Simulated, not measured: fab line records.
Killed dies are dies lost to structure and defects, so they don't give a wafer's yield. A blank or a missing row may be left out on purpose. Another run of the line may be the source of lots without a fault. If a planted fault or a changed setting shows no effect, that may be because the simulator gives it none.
The tool behind it: which one?	flow nand-harc	24 lots with 72 wafers sampled at 6 steps, on a route of 1302 steps

== WHAT THE GAUGES READ, wafer by wafer ==
No reading from a measuring or inspecting step in the record can be judged against a usual standard deviation.

== EACH LOT AND THE TOOL THAT RAN IT (in order: tool; ch and the chambers of the sampled wafers; start) ==
lot	NHARC_A_STAIRCASE_DESCUM_168	NHARC_A_STAIRCASE_ETCH_21	NHARC_A_STAIRCASE_DESCUM_186	NHARC_A_STAIRCASE_TRIM_189	NHARC_A_STAIRCASE_ETCH_201	NHARC_A_STAIRCASE_ETCH_203
L076	rie-diel-05 ch 1,2, day 15 22:32	rie-diel-05 ch 0,1,3, day 16 04:23 or earlier	rie-diel-13 ch 0,1, day 16 04:23	rie-diel-13 ch 0,2,3, no start	rie-diel-13 ch 0,2, no start	rie-diel-13 ch 1,3, no start
L075	rie-diel-13 ch 1,2,3, day 15 22:41	rie-diel-13 ch 0,2,3, day 16 04:14 or earlier	rie-diel-07 ch 0,1,2, day 16 04:14	rie-diel-07 ch 1,2,3, no start	rie-diel-07 ch 1,2,3, no start	rie-diel-07 ch 0,1,2, no start
L074	rie-diel-13 ch 0,1,3, day 16 04:13	rie-diel-13 ch 0,2,3, day 16 09:52 or earlier	rie-diel-07 ch 1,2,3, day 16 09:52	rie-diel-07 ch 0,2,3, no start	rie-diel-05 ch 0,1,2, no start	rie-diel-05 ch 0,1,3, no start
L078	rie-diel-05 ch 0,2,3, day 17 07:36	rie-diel-13 ch 1,2,3, day 17 14:30 or earlier	rie-diel-07 ch 1,2,3, day 17 14:30	rie-diel-07 ch 0,1, no start	rie-diel-13 ch 0,2,3, no start	rie-diel-13 ch 1,2, no start
L077	rie-diel-05 ch 0,1,2, day 17 12:38	rie-diel-05 ch 0,2,3, day 17 18:31 or earlier	rie-diel-13 ch 0,1,2, day 17 18:31	rie-diel-13 ch 2,3, no start	rie-diel-13 ch 0,1, no start	rie-diel-13 ch 1,2,3, no start
L079	rie-diel-13 ch 0,1,2, day 17 19:25	rie-diel-07 ch 0,2,3, day 18 01:48 or earlier	rie-diel-07 ch 0,2,3, day 18 01:48	rie-diel-07 ch 0,3, no start	rie-diel-07 ch 0,3, no start	rie-diel-07 ch 0,3, no start
L080	rie-diel-05 ch 1,2, day 17 19:29	rie-diel-13 ch 0,1, day 18 02:00 or earlier	rie-diel-13 ch 0,1,3, day 18 02:00	rie-diel-13 ch 0,1,2, no start	rie-diel-13 ch 2,3, no start	rie-diel-13 ch 1,2, no start
L081	rie-diel-13 ch 0,1, day 18 20:40	rie-diel-05 ch 0,1,2, day 19 02:11 or earlier	rie-diel-13 ch 0,2,3, day 19 02:11	rie-diel-13 ch 1,2,3, no start	rie-diel-13 ch 0,1,2, no start	rie-diel-13 ch 0,2,3, no start
L082	rie-diel-13 ch 0,2,3, day 19 07:23	rie-diel-13 ch 0,1,3, day 19 13:08 or earlier	rie-diel-05 ch 1,2, day 19 13:08	rie-diel-05 ch 0,1,2, no start	rie-diel-07 ch 0,1,2, no start	rie-diel-07 ch 0,1, no start
L083	rie-diel-05 ch 0,1,2, day 19 07:38	rie-diel-07 ch 1,3, day 19 13:23 or earlier	rie-diel-13 ch 0,2, day 19 13:23	rie-diel-13 ch 1,3, no start	rie-diel-05 ch 2,3, no start	rie-diel-05 ch 0,2,3, no start
L084	rie-diel-07 ch 1,3, day 20 01:19	rie-diel-13 ch 0,2,3, day 20 07:01 or earlier	rie-diel-05 ch 0,1, day 20 07:01	rie-diel-05 ch 0,1,2, no start	rie-diel-13 ch 1,2, no start	rie-diel-13 ch 0,3, no start
L085	rie-diel-13 ch 0,1, day 20 01:28	rie-diel-13 ch 1,2,3, day 20 07:19 or earlier	rie-diel-07 ch 1,2,3, day 20 07:19	rie-diel-07 ch 1,2,3, no start	rie-diel-07 ch 0,1,3, no start	rie-diel-07 ch 0,1, no start
L086	rie-diel-05 ch 1,2,3, day 20 14:51	rie-diel-13 ch 1,2,3, day 21 00:01 or earlier	rie-diel-05 ch 2,3, day 21 00:01	rie-diel-05 ch 0,1,3, no start	rie-diel-05 ch 0,3, no start	rie-diel-05 ch 0,3, no start
L088	rie-diel-07 ch 0,1,2, day 21 07:55	rie-diel-07 ch 0,1, day 21 13:28 or earlier	rie-diel-07 ch 0,1,2, day 21 13:28	rie-diel-07 ch 0,1,3, no start	rie-diel-13 ch 0,3, no start	rie-diel-13 ch 1,2, no start
L089	rie-diel-13 ch 0,2,3, day 21 11:46	rie-diel-07 ch 0,1,2, day 21 17:19 or earlier	rie-diel-13 ch 0,2,3, day 21 17:19	rie-diel-13 ch 0,1,2, no start	rie-diel-05 ch 1,2,3, no start	rie-diel-05 ch 0,1,2, no start
L087	rie-diel-07 ch 0,3, day 21 11:56	rie-diel-05 ch 0,2,3, day 21 17:28 or earlier	rie-diel-05 ch 2,3, day 21 17:28	rie-diel-05 ch 2,3, no start	rie-diel-07 ch 0,1, no start	rie-diel-07 ch 0,1,3, no start
L090	rie-diel-05 ch 0,2,3, day 22 00:20	rie-diel-05 ch 1,2,3, day 22 07:14 or earlier	rie-diel-07 ch 0,1,3, day 22 07:14	rie-diel-07 ch 0,1,3, no start	rie-diel-07 ch 0,1,3, no start	rie-diel-07 ch 0,1,3, no start
L091	rie-diel-05 ch 1,2,3, day 22 00:32	rie-diel-05 ch 0,1,2, day 22 05:57 or earlier	rie-diel-05 ch 0,2, day 22 05:57	rie-diel-05 ch 0,2,3, no start	rie-diel-05 ch 0,1,3, no start	rie-diel-05 ch 1,3, no start
L093	rie-diel-05 ch 0,1,3, day 22 23:38	rie-diel-13 ch 1,2,3, day 23 06:26 or earlier	rie-diel-05 ch 0,1,2, day 23 06:26	rie-diel-05 ch 0,1,2, no start	rie-diel-05 ch 1,2,3, no start	rie-diel-05 ch 0,1,3, no start
L092	rie-diel-05 ch 1,2, day 22 23:49	rie-diel-07 ch 1,3, day 23 07:01 or earlier	rie-diel-07 ch 0,1,3, day 23 07:01	rie-diel-07 ch 0,3, no start	rie-diel-07 ch 1,3, no start	rie-diel-07 ch 0,3, no start
L094	rie-diel-13 ch 0,1,2, day 24 03:14	rie-diel-05 ch 1,2,3, day 24 09:58 or earlier	rie-diel-13 ch 0,2,3, day 24 09:58	rie-diel-13 ch 0,1,3, no start	rie-diel-05 ch 0,1,2, no start	rie-diel-05 ch 1,2,3, no start
L096	rie-diel-05 ch 0,2,3, day 24 15:49	rie-diel-05 ch 0,1,2, day 24 21:20 or earlier	rie-diel-05 ch 1,2,3, day 24 21:20	rie-diel-05 ch 0,1,2, no start	rie-diel-05 ch 1,2,3, no start	rie-diel-05 ch 0,1,2, no start
L095	rie-diel-13 ch 0,1, day 24 22:19	rie-diel-05 ch 1,2,3, day 25 03:49 or earlier	rie-diel-13 ch 2,3, day 25 03:49	rie-diel-13 ch 1,2, no start	rie-diel-13 ch 0,2,3, no start	rie-diel-13 ch 0,2,3, no start
L097	rie-diel-07 ch 1,2,3, day 25 13:35	rie-diel-07 ch 2,3, day 25 19:22 or earlier	rie-diel-07 ch 1,3, day 25 19:22	rie-diel-07 ch 1,3, no start	rie-diel-13 ch 0,1,2, no start	rie-diel-13 ch 2,3, no start
- NHARC_A_STAIRCASE_DESCUM_168: chemistry O2, time 3 s.
- NHARC_A_STAIRCASE_ETCH_21: etches the open film in C4F8/O2, target depth 100 nm, time 40.5 s.
- NHARC_A_STAIRCASE_DESCUM_186: chemistry O2, time 3 s.
- NHARC_A_STAIRCASE_TRIM_189: chemistry O2, time 211.2 s.
- NHARC_A_STAIRCASE_ETCH_201: etches the open film in C4F8/O2, target depth 100 nm, time 40.5 s.
- NHARC_A_STAIRCASE_ETCH_203: etches the open film in C4F8/O2, target depth 100 nm, time 40.5 s.

== WHAT THE TOOLS THEMSELVES READ (means of the sampled wafers that have a number; where no wafer has one, the mark that the record gives instead) ==
NHARC_A_STAIRCASE_DESCUM_168. Usual: drypump-motor-current-A 5.9 A, standard deviation 0.4; oes-product-au 1.003 a.u., standard deviation 0.0075; rf-vpp-V 57.9 V, standard deviation 0.86; showerhead-plenum-p-Torr 1.95 Torr, standard deviation 0.093; throttle-valve-pct 11.311 %, standard deviation 0.0091.
lot	tool	drypump-motor-current-A (A)	oes-product-au (a.u.)	rf-vpp-V (V)	showerhead-plenum-p-Torr (Torr)	throttle-valve-pct (%)	flag
L076	rie-diel-05	5.4	1.006	58.0	2.01	11.311	
L075	rie-diel-13	6.3	1.003	57.4	1.96	11.313	
L074	rie-diel-13	6.3	1.004	57.8	1.88	11.313	
L078	rie-diel-05	5.7	1.003	57.9	1.95	11.299	
L077	rie-diel-05	5.7	1.009	58.4	2.00	11.306	
L079	rie-diel-13	6.4	1.003	58.1	1.96	11.322	
L080	rie-diel-05	5.4	1.003	58.2	1.99	11.310	
L081	rie-diel-13	6.4	0.999	58.0	1.93	11.315	
L082	rie-diel-13	6.3	1.003	58.3	1.89	11.316	
L083	rie-diel-05	5.7	1.011	58.2	2.00	11.311	
L084	rie-diel-07	6.0	0.998	57.7	1.94	11.303	
L085	rie-diel-13	6.4	0.998	57.7	1.87	11.311	
L086	rie-diel-05	5.4	1.007	58.6	1.96	11.311	
L088	rie-diel-07	5.9	0.998	57.7	1.92	11.311	
L089	rie-diel-13	6.3	0.996	57.8	1.89	11.309	
L087	rie-diel-07	6.2	0.997	57.7	2.04	11.322	
L090	rie-diel-05	5.7	1.007	58.1	1.94	11.313	
L091	rie-diel-05	5.4	1.006	57.2	1.95	11.310	
L093	rie-diel-05	5.7	1.016	57.9	1.95	11.314	
L092	rie-diel-05	5.4	1.005	58.0	1.98	11.303	
L094	rie-diel-13	6.3	1.002	58.1	1.95	11.316	
L096	rie-diel-05	5.7	1.008	58.3	1.93	11.301	
L095	rie-diel-13	6.4	1.006	58.1	1.92	11.311	
L097	rie-diel-07	5.9	0.994	58.0	1.89	11.307	

NHARC_A_STAIRCASE_ETCH_21. Usual: oes-product-au 0.954 a.u., standard deviation 0.016; rf-vpp-V 897 V, standard deviation 6.1.
lot	tool	oes-product-au (a.u.)	rf-vpp-V (V)	flag
L076	rie-diel-05	0.941	899	
L075	rie-diel-13	0.945	895	
L074	rie-diel-13	0.969	895	
L078	rie-diel-13	0.939	898	
L077	rie-diel-05	0.972	898	
L079	rie-diel-07	0.938	894	
L080	rie-diel-13	0.958	893	
L081	rie-diel-05	0.970	901	
L082	rie-diel-13	0.952	892	
L083	rie-diel-07	0.973	898	
L084	rie-diel-13	0.954	894	
L085	rie-diel-13	0.943	899	
L086	rie-diel-13	0.927	898	
L088	rie-diel-07	0.964	900	
L089	rie-diel-07	0.967	895	
L087	rie-diel-05	0.952	898	
L090	rie-diel-05	0.973	898	
L091	rie-diel-05	0.951	900	
L093	rie-diel-13	0.971	897	
L092	rie-diel-07	0.934	892	
L094	rie-diel-05	0.973	898	
L096	rie-diel-05	0.941	900	
L095	rie-diel-05	0.947	898	
L097	rie-diel-07	0.933	896	

NHARC_A_STAIRCASE_DESCUM_186. Usual: drypump-motor-current-A 6.0 A, standard deviation 0.36; oes-product-au 1.002 a.u., standard deviation 0.0076; rf-vpp-V 57.9 V, standard deviation 0.94; showerhead-plenum-p-Torr 1.93 Torr, standard deviation 0.1; throttle-valve-pct 11.311 %, standard deviation 0.0088.
lot	tool	drypump-motor-current-A (A)	oes-product-au (a.u.)	rf-vpp-V (V)	showerhead-plenum-p-Torr (Torr)	throttle-valve-pct (%)	flag
L076	rie-diel-13	6.4	0.998	58.3	1.94	11.312	
L075	rie-diel-07	5.9	0.998	57.8	1.82	11.309	
L074	rie-diel-07	5.9	0.996	56.8	1.91	11.308	
L078	rie-diel-07	5.9	0.999	57.3	1.91	11.316	
L077	rie-diel-13	6.4	0.996	58.3	1.96	11.300	
L079	rie-diel-07	6.0	1.003	57.1	1.89	11.316	
L080	rie-diel-13	6.3	1.001	57.3	1.87	11.314	
L081	rie-diel-13	6.3	1.004	58.2	1.90	11.311	
L082	rie-diel-05	5.4	1.006	58.1	1.99	11.319	
L083	rie-diel-13	6.4	0.998	56.6	1.90	11.310	
L084	rie-diel-05	6.0	0.998	58.2	1.99	11.308	
L085	rie-diel-07	6.0	1.001	57.4	1.90	11.304	
L086	rie-diel-05	5.4	1.008	58.5	1.94	11.310	
L088	rie-diel-07	5.9	0.997	58.3	1.92	11.310	
L089	rie-diel-13	6.3	1.004	57.2	1.89	11.318	
L087	rie-diel-05	5.4	1.014	58.1	1.94	11.311	
L090	rie-diel-07	6.0	0.998	59.0	1.96	11.306	
L091	rie-diel-05	5.6	1.004	58.1	1.97	11.311	
L093	rie-diel-05	5.7	1.009	58.1	1.98	11.314	
L092	rie-diel-07	6.0	0.996	57.4	1.96	11.324	
L094	rie-diel-13	6.2	1.001	56.7	1.88	11.313	
L096	rie-diel-05	5.4	1.006	57.7	1.94	11.310	
L095	rie-diel-13	6.1	0.998	57.9	1.88	11.302	
L097	rie-diel-07	6.0	0.990	58.4	1.93	11.324	

NHARC_A_STAIRCASE_TRIM_189. Usual: drypump-motor-current-A 6.0 A, standard deviation 0.35; oes-product-au 1.002 a.u., standard deviation 0.0074; rf-vpp-V 57.7 V, standard deviation 0.96; showerhead-plenum-p-Torr 3.55 Torr, standard deviation 0.18; throttle-valve-pct 17.037 %, standard deviation 0.0087.
lot	tool	drypump-motor-current-A (A)	oes-product-au (a.u.)	rf-vpp-V (V)	showerhead-plenum-p-Torr (Torr)	throttle-valve-pct (%)	flag
L076	rie-diel-13	6.3	1.000	58.2	3.51	17.033	
L075	rie-diel-07	6.0	1.002	58.1	3.52	17.033	
L074	rie-diel-07	6.1	1.001	57.8	3.50	17.035	
L078	rie-diel-07	6.0	1.008	56.8	3.29	17.028	
L077	rie-diel-13	6.2	1.002	57.4	3.65	17.031	
L079	rie-diel-07	6.1	0.998	57.1	3.42	17.031	
L080	rie-diel-13	6.4	1.002	57.6	3.61	17.044	
L081	rie-diel-13	6.2	1.000	58.2	3.60	17.038	
L082	rie-diel-05	5.6	1.011	56.9	3.67	17.038	
L083	rie-diel-13	6.2	1.001	57.5	3.45	17.037	
L084	rie-diel-05	5.7	1.007	58.2	3.66	17.045	
L085	rie-diel-07	5.9	1.004	58.1	3.50	17.035	
L086	rie-diel-05	5.7	1.004	58.5	3.60	17.027	
L088	rie-diel-07	6.0	0.999	57.9	3.61	17.033	
L089	rie-diel-13	6.4	0.995	57.5	3.59	17.035	
L087	rie-diel-05	5.4	1.002	58.4	3.57	17.036	
L090	rie-diel-07	6.0	1.000	58.0	3.61	17.042	
L091	rie-diel-05	5.7	1.002	58.0	3.57	17.032	
L093	rie-diel-05	5.7	1.010	57.6	3.65	17.043	
L092	rie-diel-07	6.1	1.001	59.3	3.77	17.041	
L094	rie-diel-13	6.3	0.994	57.6	3.43	17.038	
L096	rie-diel-05	5.7	1.012	57.8	3.64	17.037	
L095	rie-diel-13	6.3	1.001	57.6	3.72	17.042	
L097	rie-diel-07	6.0	0.996	57.3	3.55	17.042	

NHARC_A_STAIRCASE_ETCH_201. Usual: oes-product-au 0.946 a.u., standard deviation 0.011; rf-vpp-V 897 V, standard deviation 6.4.
lot	tool	oes-product-au (a.u.)	rf-vpp-V (V)	flag
L076	rie-diel-13	0.948	900	
L075	rie-diel-07	0.943	896	
L074	rie-diel-05	0.955	901	
L078	rie-diel-13	0.943	895	
L077	rie-diel-13	0.938	897	
L079	rie-diel-07	0.928	897	
L080	rie-diel-13	0.945	900	
L081	rie-diel-13	0.944	898	
L082	rie-diel-07	0.955	889	
L083	rie-diel-05	0.952	896	
L084	rie-diel-13	0.945	902	
L085	rie-diel-07	0.955	893	
L086	rie-diel-05	0.951	898	
L088	rie-diel-13	0.945	889	
L089	rie-diel-05	0.943	899	
L087	rie-diel-07	0.958	895	
L090	rie-diel-07	0.936	899	
L091	rie-diel-05	0.946	898	
L093	rie-diel-05	0.952	898	
L092	rie-diel-07	0.941	897	
L094	rie-diel-05	0.947	899	
L096	rie-diel-05	0.945	897	
L095	rie-diel-13	0.934	894	
L097	rie-diel-13	0.953	896	

NHARC_A_STAIRCASE_ETCH_203. Usual: oes-product-au 0.944 a.u., standard deviation 0.012; rf-vpp-V 897 V, standard deviation 6.3.
lot	tool	oes-product-au (a.u.)	rf-vpp-V (V)	flag
L076	rie-diel-13	0.952	897	
L075	rie-diel-07	0.945	890	
L074	rie-diel-05	0.957	899	
L078	rie-diel-13	0.918	903	
L077	rie-diel-13	0.942	899	
L079	rie-diel-07	0.948	892	
L080	rie-diel-13	0.939	902	
L081	rie-diel-13	0.941	895	
L082	rie-diel-07	0.948	888	
L083	rie-diel-05	0.940	897	
L084	rie-diel-13	0.958	889	
L085	rie-diel-07	0.955	888	
L086	rie-diel-05	0.958	899	
L088	rie-diel-13	0.940	902	
L089	rie-diel-05	0.953	900	
L087	rie-diel-07	0.937	899	
L090	rie-diel-07	0.919	898	
L091	rie-diel-05	0.948	899	
L093	rie-diel-05	0.951	898	
L092	rie-diel-07	0.932	904	
L094	rie-diel-05	0.948	897	
L096	rie-diel-05	0.953	900	
L095	rie-diel-13	0.938	893	
L097	rie-diel-13	0.953	894	

== THE ANSWER, worked out from the rows above alone ==
Rule: take the mean of a lot's wafers that have a number; if it is more than 3 standard deviations from the usual mean, the lot is off. A lot without any number at a reading at which 4 lots or more have one is off too. The other lots that the step has rows for count as sound. After the gauges, taken in route order, come the tools' own readings; for these a lot's mean is taken, as printed above. At the first step where some lot is off, the reading lying furthest off is the one used; lots without a number count as furthest.
No lot is off at any reading shown: from this, nothing can be told.

== WHAT HAD BEEN PUT IN BY THE SIMULATOR ==
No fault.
